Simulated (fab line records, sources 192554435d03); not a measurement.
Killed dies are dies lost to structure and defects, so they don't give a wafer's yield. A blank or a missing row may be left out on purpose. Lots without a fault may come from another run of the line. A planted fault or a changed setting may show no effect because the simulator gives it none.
fab line records | flow n5_finfet
record lots=5 wafers=15 last_day=19
route steps=1938 shown BEOL_M1@758
lots that met no fault: from a run of the same line without faults
start_h: hours from the record's first day to the start of the lot's first wafer shown | wait_h: hours since the lot's step before | " the same as in the row above | L1.1+2: a row that stands for several wafers | - no value, or no start given | * or withheld: withheld | < > ~ a bound
route shown NAME@n: a module of which the file shows steps, and the number in the route of the first | usual: mean/standard deviation of fault-free wafers | same: alike in all rows | chamber/n: place in a boat | sites: the reading at each site | _std_site: their standard deviation | _edge_site: outer sites' mean less inner sites' | radius_mm: how far each site lies from the wafer's centre | mask NAME#n: copy n | behind: the tool/chamber that last shaped the wafer | hold: why the lot was held/for how many hours/how that ended | device: the transistor (n, p or np) that didn't switch | end of line: the same wafers' tests at the end of the route | a step without rows: its recipe alone | killed: dies lost to structure and defects at the first sort, not the wafer's yield | map: a wafer's dies, x killed, . not, _ none there
set.NAME: the setting as run; set.NAME@STEP: as run at that earlier step | model.NAME: the simulator's own value behind a step, which no gauge read
lots at some steps of the route; a table a step, a row a wafer
services: from which hour (start_h, from the record's first day; less than 0 if before it) a tool's chamber was out of use, for how many hours, and why
## steps
# step N5_BEOL_M1_COAT_05
# recipe resist=CAR-EUV spin_rpm=1500 resist_thk_nm=30
# columns lot.wafer tool chamber start_h wait_h
L077.2+3+4 litho_track-01 0 - -
L082.1+2+4 litho_track-03 0 - -
L086.1+4+6 litho_track-01 0 - -
L091.1+3+5 litho_track-01 0 - -
L096.3+5+6 litho_track-03 0 - -
# step N5_BEOL_M1_EBR_07
# recipe solvent=PGMEA ebr_width_mm=1.5
# columns lot.wafer tool chamber start_h wait_h
L077.2+3+4 litho_track-01 0 - -
L082.1+2+4 litho_track-03 0 - -
L086.1+4+6 litho_track-01 0 - -
L091.1+3+5 litho_track-01 0 - -
L096.3+5+6 litho_track-03 0 - -
# step N5_BEOL_M1_SOFTBAKE_06
# recipe temp_c=110 time_s=60 resist=CAR-EUV
# columns lot.wafer tool chamber start_h wait_h
L077.2+3+4 litho_track-01 0 - -
L082.1+2+4 litho_track-03 0 - -
L086.1+4+6 litho_track-01 0 - -
L091.1+3+5 litho_track-01 0 - -
L096.3+5+6 litho_track-03 0 - -
# step N5_BEOL_M1_EXPOSE_08
# recipe mask_id=M1 na=0.33 source_shape=dipole sigma_inner=0.369 sigma_outer=0.767 polarization=unpolarized dose_mj=33
# usual focus_offset_nm=0.0/0.45
# same na=0.33 sigma_inner=0.369
# columns lot.wafer tool chamber start_h wait_h mask focus_offset_nm
L077.2 euv_scanner-02 0 140.27 - M1#0 0.5
L077.3 " 0 " " M1#0 -0.3
L077.4 " 0 " " M1#0 -0.5
L082.1 euv_scanner-02 0 177.79 - M1#0 -0.5
L082.2 " 0 " " M1#0 0.7
L082.4 " 0 " " M1#0 0.3
L086.1 euv_scanner-02 0 197.96 - M1#0 -0.1
L086.4 " 0 " " M1#0 -0.3
L086.6 " 0 " " M1#0 -0.5
L091.1 euv_scanner-01 0 235.26 - M1#0 -0.4
L091.3 " 0 " " M1#0 0.5
L091.5 " 0 " " M1#0 -0.1
L096.3 euv_scanner-02 0 252.71 - M1#0 0.2
L096.5 " 0 " " M1#0 -0.4
L096.6 " 0 " " M1#0 0.6
# step N5_BEOL_M1_PEB_09
# recipe peb_temp_c=100 peb_time_s=60 resist=CAR-EUV
# columns lot.wafer tool chamber start_h wait_h
L077.2+3+4 litho_track-03 0 140.32 0.0
L082.1+2+4 litho_track-01 0 177.85 0.1
L086.1+4+6 litho_track-05 0 198.02 0.1
L091.1+3+5 litho_track-01 0 235.32 0.1
L096.3+5+6 litho_track-05 0 252.76 0.0
# step N5_BEOL_M1_DEVELOP_10
# recipe develop_time_s=30 developer=TMAH resist=CAR-EUV rinse_liquid=surfactant_rinse dry=air_spin dev_temp_c=23
# columns lot.wafer tool chamber start_h wait_h
L077.2+3+4 litho_track-03 0 - -
L082.1+2+4 litho_track-01 0 - -
L086.1+4+6 litho_track-05 0 - -
L091.1+3+5 litho_track-01 0 - -
L096.3+5+6 litho_track-05 0 - -
# step N5_BEOL_M1_CD_MEAS_11
# recipe target_cd_nm=17.05 landing_energy_ev=500 detector=se_inlens polarity=opening
# usual cd_nm=17.02/0.22
# columns lot.wafer tool chamber start_h wait_h cd_nm
L077.2 cd_sem-03 0 140.39 - 16.82
L077.3 " 0 " " 16.83
L077.4 " 0 " " 16.82
L082.1 cd_sem-01 0 177.92 - 17.18
L082.2 " 0 " " 17.45
L082.4 " 0 " " 16.91
L086.1 cd_sem-01 0 198.09 - 16.99
L086.4 " 0 " " 16.95
L086.6 " 0 " " 17.09
L091.1 cd_sem-02 0 235.39 - 17.02
L091.3 " 0 " " 17.15
L091.5 " 0 " " 17.39
L096.3 cd_sem-03 0 252.83 - 16.50
L096.5 " 0 " " 16.95
L096.6 " 0 " " 16.70
# step N5_BEOL_M1_OVL_MEAS_12
# recipe points_per_wafer=522
# usual M1_OVL=0.1/0.66
# columns lot.wafer tool chamber start_h wait_h M1_OVL[nm]
L077.2 overlay-01 0 140.42 0.0 0.5
L077.3 " 0 " " 0.3
L077.4 " 0 " " -0.4
L082.1 overlay-01 0 177.95 0.0 0.1
L082.2 " 0 " " 0.4
L082.4 " 0 " " -0.2
L086.1 overlay-01 0 198.12 0.0 0.1
L086.4 " 0 " " 0.0
L086.6 " 0 " " -1.2
L091.1 overlay-02 0 235.42 0.0 -0.3
L091.3 " 0 " " -0.5
L091.5 " 0 " " -0.4
L096.3 overlay-01 0 252.87 0.0 -0.1
L096.5 " 0 " " 0.7
L096.6 " 0 " " 1.0
# step N5_BEOL_M1_INSPECT_13
# recipe mode=adi inspect_instrument=brightfield
# usual raw_defect_count=435/100
# columns lot.wafer tool chamber start_h wait_h raw_defect_count
L077.2 defect_inspect-02 - 140.47 0.0 380
L077.3 " - " " 354
L077.4 " - " " 496
L082.1 defect_inspect-02 - 178.01 0.1 439
L082.2 " - " " 445
L082.4 " - " " 464
L086.1 defect_inspect-02 - 198.18 0.1 346
L086.4 " - " " 293
L086.6 " - " " 389
L091.1 defect_inspect-01 - 235.48 0.1 490
L091.3 " - " " 418
L091.5 " - " " 377
L096.3 defect_inspect-01 - 252.92 0.0 444
L096.5 " - " " 607
L096.6 " - " " 549
# step N5_BEOL_M1_DESCUM_16
# recipe chemistry=O2 time_s=7 source_power_w=50 bias_power_w=20 pressure_mtorr=20 rf_frequency_hz=2.712e+07 temp_c=40 resist=CAR-EUV o2_flow_sccm=225
# usual chamber_pressure_mTorr=20.001/0.023 drypump_motor_current_A=5.6/0.46 oes_product_au=0.76/0.083 rf_fwd_power_W=49.31/0.25 rf_vpp_V=243.4/1.5 showerhead_plenum_p_Torr=2.10/0.081 throttle_valve_pct=20.34/0.16
# columns lot.wafer tool chamber start_h wait_h chamber_pressure_mTorr drypump_motor_current_A oes_product_au rf_fwd_power_W rf_hours_counter_h rf_vpp_V showerhead_plenum_p_Torr throttle_valve_pct
L077.2 rie_diel-02 1 140.51 0.0 19.993 6.4 0.78 49.72 115 241.4 2.02 20.54
L077.3 " 0 " " 20.005 5.0 0.69 49.46 222 243.2 2.16 20.21
L077.4 " 3 " " 20.009 6.0 0.74 49.22 177 242.0 1.99 20.39
L082.1 rie_diel-02 1 178.05 0.0 19.982 6.4 0.77 49.54 124 242.5 2.02 20.55
L082.2 " 2 " " 20.017 5.6 0.75 48.76 183 244.7 2.18 20.28
L082.4 " 3 " " 20.008 6.0 0.73 49.52 187 242.0 1.99 20.37
L086.1 rie_diel-05 2 198.21 0.0 20.004 5.6 0.65 48.95 251 240.7 1.99 20.61
L086.4 " 3 " " 20.013 5.0 0.69 49.43 - 244.2 2.15 20.39
L086.6 " 2 " " 19.971 5.6 0.65 49.11 - 241.7 1.99 20.60
L091.1 rie_diel-05 0 235.51 0.0 19.996 5.5 0.97 49.79 11 242.4 2.07 20.41
L091.3 " 1 " " 19.958 5.5 0.85 49.35 71 244.7 2.20 20.10
L091.5 " 3 " " 19.998 5.0 0.69 49.22 - 244.0 2.15 20.40
L096.3 rie_diel-02 3 254.46 1.5 20.010 6.0 0.70 49.26 216 242.0 1.98 20.45
L096.5 " 2 " " 20.024 5.6 0.72 48.89 - 243.9 2.17 20.33
L096.6 " 1 " " 19.989 6.4 0.75 49.68 - 241.8 2.01 20.60
# step N5_BEOL_M1_ETCH_74
# recipe chemistry=N2/H2 target=underlayer target_depth_a=65 mask_material=CAR-EUV time_s=5.2 ion_energy_ev=200 pressure_mtorr=30 source_w=840 bias_w=150 n2_flow_sccm=200 h2_flow_sccm=200 ends=cleared
# usual chamber_pressure_mTorr=30.00/0.042 drypump_motor_current_A=5.6/0.46 etch_rf_on_time_s=5.25/0.14 n2_flow_sccm=200.1/0.58 oes_product_au=0.64/0.073 rf_fwd_power_W=819.5/2.5 rf_vpp_V=524.4/3 showerhead_plenum_p_Torr=2.54/0.1 throttle_valve_pct=17.69/0.13
# columns lot.wafer tool chamber start_h wait_h chamber_pressure_mTorr drypump_motor_current_A etch_rf_on_time_s n2_flow_sccm oes_product_au rf_fwd_power_W rf_hours_counter_h rf_vpp_V showerhead_plenum_p_Torr throttle_valve_pct
L077.2 rie_diel-02 1 140.54 0.0 29.98 6.4 5.17 199.5 0.68 820.5 115 521.6 2.44 17.83
L077.3 " 0 " " 29.99 5.0 5.13 199.7 0.61 824.6 222 526.7 2.62 17.69
L077.4 " 3 " " 30.10 6.0 5.23 200.1 0.63 816.5 177 523.9 2.41 17.63
L082.1 rie_diel-02 1 178.09 0.0 30.01 6.4 5.26 200.3 0.65 822.5 124 519.0 2.44 17.83
L082.2 " 2 " " 30.01 5.6 5.44 201.0 0.61 819.3 183 525.8 2.64 17.74
L082.4 " 3 " " 29.97 6.0 5.32 200.0 0.62 814.9 187 520.4 2.40 17.66
L086.1 rie_diel-05 2 198.25 0.0 29.99 5.6 5.20 199.7 0.56 822.1 251 519.6 2.38 17.86
L086.4 " 3 " " 29.93 5.0 5.27 201.7 0.59 817.8 - 527.3 2.59 17.66
L086.6 " 2 " " 30.01 5.5 5.20 200.5 0.57 819.2 - 520.3 2.38 17.89
L091.1 rie_diel-05 0 235.55 0.0 30.01 5.5 5.07 200.2 0.81 818.6 11 523.0 2.50 17.66
L091.3 " 1 " " 30.07 5.4 4.99 200.1 0.73 818.3 71 527.2 2.68 17.51
L091.5 " 3 " " 30.00 4.9 5.21 200.2 0.58 817.9 - 523.3 2.58 17.71
L096.3 rie_diel-02 3 254.49 0.0 30.04 6.0 5.39 201.0 0.60 819.5 216 520.5 2.39 17.68
L096.5 " 2 " " 29.96 5.6 5.41 200.3 0.59 818.9 - 525.4 2.62 17.80
L096.6 " 1 " " 30.03 6.4 5.36 200.0 0.63 824.2 - 522.6 2.43 17.88
# step N5_BEOL_M1_ETCH_63
# recipe chemistry=CF4 target=SiARC target_depth_a=156 mask_material=CAR-EUV time_s=26 ion_energy_ev=80 pressure_mtorr=40 source_w=545 bias_w=36 Ar_flow_sccm=100 cf4_flow_sccm=100 ends=cleared
# usual chamber_pressure_mTorr=40.00/0.034 drypump_motor_current_A=5.6/0.45 etch_rf_on_time_s=26.3/0.58 mfc_ar_sccm=100.00/0.28 oes_product_au=0.64/0.073 rf_fwd_power_W=532.1/2.3 rf_vpp_V=184.2/1.2 showerhead_plenum_p_Torr=2.15/0.072 throttle_valve_pct=15.57/0.18
# columns lot.wafer tool chamber start_h wait_h chamber_pressure_mTorr drypump_motor_current_A etch_rf_on_time_s mfc_ar_sccm oes_product_au rf_fwd_power_W rf_hours_counter_h rf_vpp_V showerhead_plenum_p_Torr throttle_valve_pct
L077.2 rie_diel-02 1 140.56 0.0 39.97 6.4 26.4 99.92 0.66 536.4 115 184.5 2.08 15.77
L077.3 " 0 " " 40.02 5.0 26.2 100.00 0.60 530.5 222 185.5 2.21 15.44
L077.4 " 3 " " 39.99 6.0 26.8 100.24 0.63 530.6 177 182.2 2.07 15.73
L082.1 rie_diel-02 1 178.11 0.0 39.97 6.4 26.6 99.83 0.65 538.2 124 181.7 2.08 15.78
L082.2 " 2 " " 40.01 5.6 27.0 100.52 0.62 532.2 183 183.7 2.20 15.43
L082.4 " 3 " " 39.99 6.0 26.7 99.45 0.63 530.6 187 183.7 2.06 15.73
L086.1 rie_diel-05 2 198.26 0.0 40.02 5.6 26.2 99.66 0.56 529.0 251 183.3 2.03 15.78
L086.4 " 3 " " 39.97 5.0 26.4 100.05 0.59 533.8 - 184.3 2.20 15.64
L086.6 " 2 " " 39.98 5.6 26.3 99.78 0.56 530.7 - 183.2 2.03 15.78
L091.1 rie_diel-05 0 235.56 0.0 40.00 5.6 25.5 99.88 0.82 531.5 11 184.0 2.10 15.44
L091.3 " 1 " " 40.07 5.5 25.2 99.84 0.74 534.4 71 185.1 2.26 15.39
L091.5 " 3 " " 40.00 4.9 26.5 100.28 0.57 532.0 - 184.0 2.19 15.67
L096.3 rie_diel-02 3 254.51 0.0 40.02 6.0 27.1 99.96 0.60 530.9 216 183.4 2.05 15.81
L096.5 " 2 " " 40.05 5.6 27.0 99.86 0.60 530.6 - 184.1 2.19 15.49
L096.6 " 1 " " 40.00 6.4 26.4 99.53 0.64 537.2 - 183.0 2.07 15.81
# step N5_BEOL_M1_ETCH_64
# recipe chemistry=N2/H2 target=SOC target_depth_a=750 overetch_a=150 mask_material=SiARC temp_c=40 time_s=112.5 ion_energy_ev=200 pressure_mtorr=30 source_w=840 bias_w=150 n2_flow_sccm=200 h2_flow_sccm=200
# usual chamber_pressure_mTorr=30.000/0.026 drypump_motor_current_A=5.6/0.46 n2_flow_sccm=200.0/0.58 oes_product_au=0.60/0.061 rf_fwd_power_W=836.0/2.8 rf_vpp_V=524.2/2.8 showerhead_plenum_p_Torr=2.54/0.1 throttle_valve_pct=17.66/0.12
# columns lot.wafer tool chamber start_h wait_h chamber_pressure_mTorr drypump_motor_current_A n2_flow_sccm oes_product_au rf_fwd_power_W rf_hours_counter_h rf_vpp_V showerhead_plenum_p_Torr throttle_valve_pct
L077.2 rie_diel-02 1 140.59 0.0 30.012 6.4 200.4 0.61 835.8 115 522.2 2.44 17.78
L077.3 " 0 " " 30.015 5.0 200.0 0.56 835.2 222 524.3 2.62 17.63
L077.4 " 3 " " 30.007 6.0 199.9 0.59 835.1 177 520.0 2.41 17.61
L082.1 rie_diel-02 1 178.13 0.0 30.050 6.5 200.0 0.62 841.1 124 520.9 2.44 17.81
L082.2 " 2 " " 30.014 5.6 199.6 0.59 831.7 183 525.2 2.64 17.72
L082.4 " 3 " " 30.052 6.0 201.2 0.58 836.6 187 520.0 2.40 17.61
L086.1 rie_diel-05 2 198.29 0.0 30.023 5.6 199.3 0.53 837.2 251 520.2 2.39 17.82
L086.4 " 3 " " 29.999 4.9 200.9 0.55 841.3 - 526.4 2.59 17.62
L086.6 " 2 " " 29.982 5.6 199.4 0.52 838.5 - 521.3 2.39 17.81
L091.1 rie_diel-05 0 235.59 0.0 29.963 5.6 200.2 0.75 836.6 11 521.5 2.50 17.62
L091.3 " 1 " " 29.997 5.4 199.4 0.67 836.6 71 527.8 2.68 17.44
L091.5 " 3 " " 29.983 5.0 199.3 0.54 839.2 - 525.9 2.58 17.65
L096.3 rie_diel-02 3 254.54 0.0 29.977 6.0 200.4 0.57 840.2 216 520.3 2.39 17.67
L096.5 " 2 " " 30.013 5.6 200.8 0.56 833.5 - 525.9 2.62 17.75
L096.6 " 1 " " 29.995 6.5 200.3 0.59 835.8 - 522.6 2.42 17.83
# step N5_BEOL_M1_STRIP_65
# recipe chemistry=N2/H2 temp_c=40 n2_flow_sccm=200 h2_flow_sccm=200 rf_frequency_hz=6e+07
# columns lot.wafer tool chamber start_h wait_h
L077.2+3+4 rie_diel-02 1,0,3 140.69 0.1
L082.1+2+4 rie_diel-02 1,2,3 178.24 0.1
L086.1+4+6 rie_diel-05 2,3,2 198.40 0.1
L091.1+3+5 rie_diel-05 0,1,3 235.70 0.1
L096.3+5+6 rie_diel-02 3,2,1 254.64 0.1
# step N5_BEOL_M1_STRIP_75
# recipe chemistry=N2/H2 temp_c=40 n2_flow_sccm=200 h2_flow_sccm=200 rf_frequency_hz=6e+07
# columns lot.wafer tool chamber start_h wait_h
L077.2+3+4 rie_diel-02 1,0,3 140.70 0.0
L082.1+2+4 rie_diel-02 1,2,3 178.25 0.0
L086.1+4+6 rie_diel-05 2,3,2 198.41 0.0
L091.1+3+5 rie_diel-05 0,1,3 235.71 0.0
L096.3+5+6 rie_diel-02 3,2,1 254.65 0.0
# step N5_BEOL_M1_STRIP_66
# recipe chemistry=CF4 resist=SiARC power_w=300 bias_power_w=75 pressure_mtorr=50 cf4_flow_sccm=150 rf_frequency_hz=6e+07
# usual chamber_pressure_mTorr=50.00/0.051 drypump_motor_current_A=5.6/0.46 oes_product_au=0.75/0.076 rf_fwd_power_W=292.6/0.97 rf_vpp_V=271.3/1.6 showerhead_plenum_p_Torr=1.80/0.058 throttle_valve_pct=13.57/0.19
# columns lot.wafer tool chamber start_h wait_h chamber_pressure_mTorr drypump_motor_current_A oes_product_au rf_fwd_power_W rf_hours_counter_h rf_vpp_V showerhead_plenum_p_Torr throttle_valve_pct
L077.2 rie_diel-02 1 140.71 0.0 50.10 6.4 0.77 292.3 115 269.9 1.75 13.71
L077.3 " 0 " " 50.03 5.0 0.70 292.7 222 272.4 1.85 13.47
L077.4 " 3 " " 50.13 6.0 0.74 293.0 177 269.3 1.73 13.72
L082.1 rie_diel-02 1 178.26 0.0 50.05 6.4 0.77 292.6 124 270.3 1.75 13.75
L082.2 " 2 " " 49.98 5.6 0.74 293.8 183 272.9 1.85 13.47
L082.4 " 3 " " 49.96 6.0 0.74 292.1 187 268.2 1.73 13.75
L086.1 rie_diel-05 2 198.42 0.0 50.00 5.6 0.65 292.5 251 268.1 1.70 13.80
L086.4 " 3 " " 50.04 4.9 0.69 291.5 - 271.6 1.84 13.63
L086.6 " 2 " " 49.92 5.6 0.66 293.5 - 268.3 1.70 13.81
L091.1 rie_diel-05 0 235.72 0.0 50.04 5.5 0.94 292.3 11 271.5 1.76 13.37
L091.3 " 1 " " 50.06 5.4 0.82 292.2 71 272.9 1.88 13.31
L091.5 " 3 " " 49.98 4.9 0.68 292.3 - 270.5 1.83 13.68
L096.3 rie_diel-02 3 254.66 0.0 50.03 6.0 0.71 291.9 216 268.4 1.72 13.80
L096.5 " 2 " " 50.01 5.6 0.71 293.1 - 270.8 1.84 13.53
L096.6 " 1 " " 49.97 6.4 0.75 292.8 - 270.5 1.74 13.80
# step N5_BEOL_M1_HM_OPEN_17
# recipe chemistry=Cl2/BCl3 target_depth_a=200 overetch_a=60 target=TiN mask_material=SOC ion_energy_ev=150 pressure_mtorr=10 icp_w=1000 bias_w=126 Cl2_flow_sccm=53.25 bcl3_flow_sccm=21.75 Ar_flow_sccm=25
# usual chamber_pressure_mTorr=10.000/0.0096 drypump_motor_current_A=5.8/0.61 mfc_ar_sccm=25.00/0.08 oes_product_au=0.70/0.058 rf_fwd_power_W=992/3.2 throttle_valve_pct=22.01/0.15
# columns lot.wafer tool chamber start_h wait_h chamber_pressure_mTorr drypump_motor_current_A mfc_ar_sccm oes_product_au rf_fwd_power_W rf_hours_counter_h throttle_valve_pct
L077.2 rie_metal-03 0 140.76 0.0 10.020 5.7 24.95 0.80 988 7 21.86
L077.3 " 0 " " 10.018 5.7 25.00 0.80 990 - 21.83
L077.4 " 1 " " 10.008 6.7 25.11 0.71 988 - 21.97
L082.1 rie_metal-01 1 178.30 0.0 10.005 5.0 24.84 0.67 991 40 21.97
L082.2 " 0 " " 9.996 5.5 25.00 0.67 992 35 22.11
L082.4 " 1 " " 9.994 5.0 24.90 0.67 990 - 21.96
L086.1 rie_metal-01 1 198.46 0.0 10.009 5.0 25.08 0.67 989 42 21.96
L086.4 " 1 " " 9.990 5.0 25.05 0.68 996 - 21.96
L086.6 " 0 " " 10.007 5.5 25.18 0.66 991 - 22.08
L091.1 rie_metal-01 0 235.76 0.0 10.010 5.6 24.98 0.65 992 42 22.12
L091.3 " 1 " " 10.000 5.0 25.00 0.66 991 - 21.98
L091.5 " 1 " " 9.995 5.0 24.96 0.66 990 - 21.97
L096.3 rie_metal-02 0 254.79 0.1 10.009 6.5 24.97 0.78 995 - 21.91
L096.5 " 1 " " 9.999 5.6 24.92 0.60 995 - 22.43
L096.6 " 0 " " 10.005 6.5 25.04 0.78 994 - 21.91
# step N5_BEOL_M1_STRIP_19
# recipe chemistry=O2 power_w=400 temp_c=40 pressure_mtorr=30 rf_frequency_hz=6e+07 bias_power_w=0 overash_fraction=0.2 o2_flow_sccm=225
# usual chamber_pressure_mTorr=30.002/0.028 drypump_motor_current_A=5.6/0.45 oes_product_au=0.76/0.091 rf_vpp_V=3.6/0.47 showerhead_plenum_p_Torr=2.11/0.073 throttle_valve_pct=16.59/0.21
# columns lot.wafer tool chamber start_h wait_h chamber_pressure_mTorr drypump_motor_current_A oes_product_au rf_hours_counter_h rf_vpp_V showerhead_plenum_p_Torr throttle_valve_pct
L077.2 rie_diel-03 1 140.87 0.1 30.039 6.3 0.69 246 4.5 2.06 16.56
L077.3 " 0 " " 30.035 5.1 0.73 185 3.9 2.16 16.63
L077.4 " 3 " " 29.988 5.2 0.86 41 4.0 2.12 16.35
L082.1 rie_diel-05 2 178.45 0.1 29.928 5.6 0.66 242 3.6 2.00 16.89
L082.2 " 1 " " 29.942 5.4 0.88 47 3.8 2.21 16.34
L082.4 " 2 " " 30.017 5.6 0.67 - 3.9 2.00 16.89
L086.1 rie_diel-02 1 198.57 0.1 30.016 6.4 0.77 130 3.9 2.02 16.80
L086.4 " 3 " " 30.025 6.0 0.73 193 4.4 1.99 16.70
L086.6 " 1 " " 29.984 6.4 0.76 - 3.3 2.02 16.80
L091.1 rie_diel-02 3 235.94 0.2 30.015 6.0 0.70 206 3.3 1.99 16.73
L091.3 " 0 " " 30.016 5.0 0.67 251 3.8 2.16 16.55
L091.5 " 2 " " 30.017 5.6 0.73 - 3.5 2.18 16.60
L096.3 rie_diel-03 3 254.90 0.1 30.008 5.1 0.81 76 2.5 2.11 16.40
L096.5 " 2 " " 30.032 5.6 1.03 - 3.5 2.13 16.16
L096.6 " 3 " " 29.963 5.1 0.81 - 4.1 2.11 16.38
# step N5_BEOL_M1_CD_MEAS_18
# recipe pitch_nm=36 target_cd_nm=18
# usual cd_nm=18.0/0.31
# columns lot.wafer tool chamber start_h wait_h cd_nm
L077.2 cd_sem-01 - 140.94 0.1 18.3
L077.3 " - " " 17.4
L077.4 " - " " 18.1
L082.1 cd_sem-01 - 178.52 0.0 18.3
L082.2 " - " " 18.1
L082.4 " - " " 17.9
L086.1 cd_sem-03 - 198.64 0.0 17.8
L086.4 " - " " 17.7
L086.6 " - " " 18.5
L091.1 cd_sem-02 - 236.01 0.0 18.3
L091.3 " - " " 18.2
L091.5 " - " " 17.6
L096.3 cd_sem-02 - 254.97 0.1 18.3
L096.5 " - " " 17.9
L096.6 " - " " 17.5
# step N5_BEOL_M1_COAT_67
# recipe resist=SOC temp_c=250 time_s=60 spin_rpm=1500 resist_thk_nm=60
# columns lot.wafer tool chamber start_h wait_h
L077.2+3+4 litho_track-03 0 140.97 0.0
L082.1+2+4 litho_track-01 0 178.55 0.0
L086.1+4+6 litho_track-01 0 198.68 0.0
L091.1+3+5 litho_track-01 0 236.05 0.0
L096.3+5+6 litho_track-05 0 255.01 0.0
# step N5_BEOL_M1_COAT_68
# recipe resist=SiARC temp_c=220 time_s=60 spin_rpm=1500 resist_thk_nm=12
# columns lot.wafer tool chamber start_h wait_h
L077.2+3+4 litho_track-03 0 - -
L082.1+2+4 litho_track-01 0 - -
L086.1+4+6 litho_track-01 0 - -
L091.1+3+5 litho_track-01 0 - -
L096.3+5+6 litho_track-05 0 - -
# step N5_BEOL_M1_COAT_76
# recipe resist=underlayer temp_c=205 time_s=60 spin_rpm=1500 resist_thk_nm=5
# columns lot.wafer tool chamber start_h wait_h
L077.2+3+4 litho_track-03 0 - -
L082.1+2+4 litho_track-01 0 - -
L086.1+4+6 litho_track-01 0 - -
L091.1+3+5 litho_track-01 0 - -
L096.3+5+6 litho_track-05 0 - -
# step N5_BEOL_M1_COAT_22
# recipe resist=CAR-EUV spin_rpm=1500 resist_thk_nm=30
# columns lot.wafer tool chamber start_h wait_h
L077.2+3+4 litho_track-03 0 - -
L082.1+2+4 litho_track-01 0 - -
L086.1+4+6 litho_track-01 0 - -
L091.1+3+5 litho_track-01 0 - -
L096.3+5+6 litho_track-05 0 - -
# step N5_BEOL_M1_EBR_24
# recipe solvent=PGMEA ebr_width_mm=1.5
# columns lot.wafer tool chamber start_h wait_h
L077.2+3+4 litho_track-03 0 - -
L082.1+2+4 litho_track-01 0 - -
L086.1+4+6 litho_track-01 0 - -
L091.1+3+5 litho_track-01 0 - -
L096.3+5+6 litho_track-05 0 - -
# step N5_BEOL_M1_SOFTBAKE_23
# recipe temp_c=110 time_s=60 resist=CAR-EUV
# columns lot.wafer tool chamber start_h wait_h
L077.2+3+4 litho_track-03 0 - -
L082.1+2+4 litho_track-01 0 - -
L086.1+4+6 litho_track-01 0 - -
L091.1+3+5 litho_track-01 0 - -
L096.3+5+6 litho_track-05 0 - -
# step N5_BEOL_M1_EXPOSE_25
# recipe mask_id=V0 na=0.33 source_shape=quasar sigma_inner=0.2 sigma_outer=0.8 polarization=unpolarized defocus_nm=5 target_cd_nm=24 dose_mj=63
# same na=0.33 sigma_inner=0.2
# columns lot.wafer tool chamber start_h wait_h mask
L077.2+3+4 euv_scanner-02 0 141.24 - V0#0
L082.1+2+4 euv_scanner-02 0 178.69 - V0#0
L086.1+4+6 euv_scanner-01 0 198.94 - V0#0
L091.1+3+5 euv_scanner-01 0 236.31 - V0#0
L096.3+5+6 euv_scanner-01 0 255.16 - V0#0
# step N5_BEOL_M1_PEB_26
# recipe peb_temp_c=100 peb_time_s=60 resist=CAR-EUV
# columns lot.wafer tool chamber start_h wait_h
L077.2+3+4 litho_track-03 0 141.31 0.1
L082.1+2+4 litho_track-01 0 178.77 0.1
L086.1+4+6 litho_track-05 0 199.02 0.1
L091.1+3+5 litho_track-03 0 236.39 0.1
L096.3+5+6 litho_track-01 0 255.22 0.1
# step N5_BEOL_M1_DEVELOP_27
# recipe develop_time_s=30 developer=TMAH resist=CAR-EUV rinse_liquid=surfactant_rinse dry=air_spin dev_temp_c=23
# columns lot.wafer tool chamber start_h wait_h
L077.2+3+4 litho_track-03 0 - -
L082.1+2+4 litho_track-01 0 - -
L086.1+4+6 litho_track-05 0 - -
L091.1+3+5 litho_track-03 0 - -
L096.3+5+6 litho_track-01 0 - -
# step N5_BEOL_M1_CD_MEAS_28
# recipe landing_energy_ev=500 detector=se_inlens target_cd_y_nm=23.3
# usual cd_nm=24.09/0.27
# columns lot.wafer tool chamber start_h wait_h cd_nm
L077.2 cd_sem-03 0 141.38 - 24.12
L077.3 " 0 " " 24.09
L077.4 " 0 " " 24.44
L082.1 cd_sem-01 0 178.83 - 24.07
L082.2 " 0 " " 23.61
L082.4 " 0 " " 24.59
L086.1 cd_sem-01 0 199.08 - 23.91
L086.4 " 0 " " 23.74
L086.6 " 0 " " 24.45
L091.1 cd_sem-03 0 236.46 - 24.27
L091.3 " 0 " " 24.08
L091.5 " 0 " " 24.27
L096.3 cd_sem-02 0 255.29 - 24.23
L096.5 " 0 " " 23.71
L096.6 " 0 " " 23.67
# step N5_BEOL_M1_OVL_MEAS_29
# recipe points_per_wafer=522
# usual V0_OVL=-0.1/0.72
# columns lot.wafer tool chamber start_h wait_h V0_OVL[nm]
L077.2 overlay-01 0 141.42 0.0 -0.9
L077.3 " 0 " " 0.0
L077.4 " 0 " " 1.0
L082.1 overlay-01 0 178.86 0.0 -0.5
L082.2 " 0 " " -0.1
L082.4 " 0 " " 1.0
L086.1 overlay-02 0 199.11 0.0 -0.6
L086.4 " 0 " " -1.1
L086.6 " 0 " " -0.8
L091.1 overlay-02 0 236.49 0.0 -0.8
L091.3 " 0 " " -0.6
L091.5 " 0 " " -1.1
L096.3 overlay-01 0 255.33 0.0 -0.5
L096.5 " 0 " " -0.1
L096.6 " 0 " " -1.1
# step N5_BEOL_M1_INSPECT_30
# recipe mode=adi inspect_instrument=brightfield
# usual raw_defect_count=436/100
# columns lot.wafer tool chamber start_h wait_h raw_defect_count
L077.2 defect_inspect-01 - 141.47 0.0 386
L077.3 " - " " 329
L077.4 " - " " 526
L082.1 defect_inspect-02 - 178.92 0.1 457
L082.2 " - " " 431
L082.4 " - " " 497
L086.1 defect_inspect-02 - 199.17 0.1 344
L086.4 " - " " 295
L086.6 " - " " 370
L091.1 defect_inspect-01 - 236.54 0.1 483
L091.3 " - " " 394
L091.5 " - " " 391
L096.3 defect_inspect-02 - 255.38 0.0 414
L096.5 " - " " 633
L096.6 " - " " 516
## services
# columns tool chamber start_h hours kind
euv_scanner-02 - 119.95 2.0 repair
euv_scanner-01 - 121.90 1.0 pm
rie_diel-02 1 125.47 2.9 repair
litho_track-01 - 134.47 - consumable_replace:filter
euv_scanner-02 - 142.16 1.0 pm
rie_diel-05 - 154.02 2.8 pm
rie_diel-02 1 154.53 9.8 repair
litho_track-01 - 161.92 - consumable_replace:filter
rie_diel-05 3 171.94 12.6 repair
euv_scanner-01 - 176.29 1.0 pm
euv_scanner-01 - 184.89 4.6 pm
euv_scanner-02 - 198.28 1.0 pm
rie_diel-03 0 202.03 2.2 repair
euv_scanner-02 - 203.02 4.6 pm
rie_metal-03 - 221.17 2.8 pm
rie_diel-02 1 229.90 7.5 repair
euv_scanner-01 - 232.44 1.0 pm
rie_diel-02 0 237.40 - clean
rie_diel-02 0 237.40 - consumable_replace:focus_ring
rie_diel-02 0 237.40 18.5 scheduled_down
rie_diel-02 0 237.40 18.5 vent_cycle
rie_diel-03 - 240.30 14.6 pm
euv_scanner-02 - 247.77 3.2 repair
euv_scanner-02 - 254.43 1.0 pm
## key
fault none
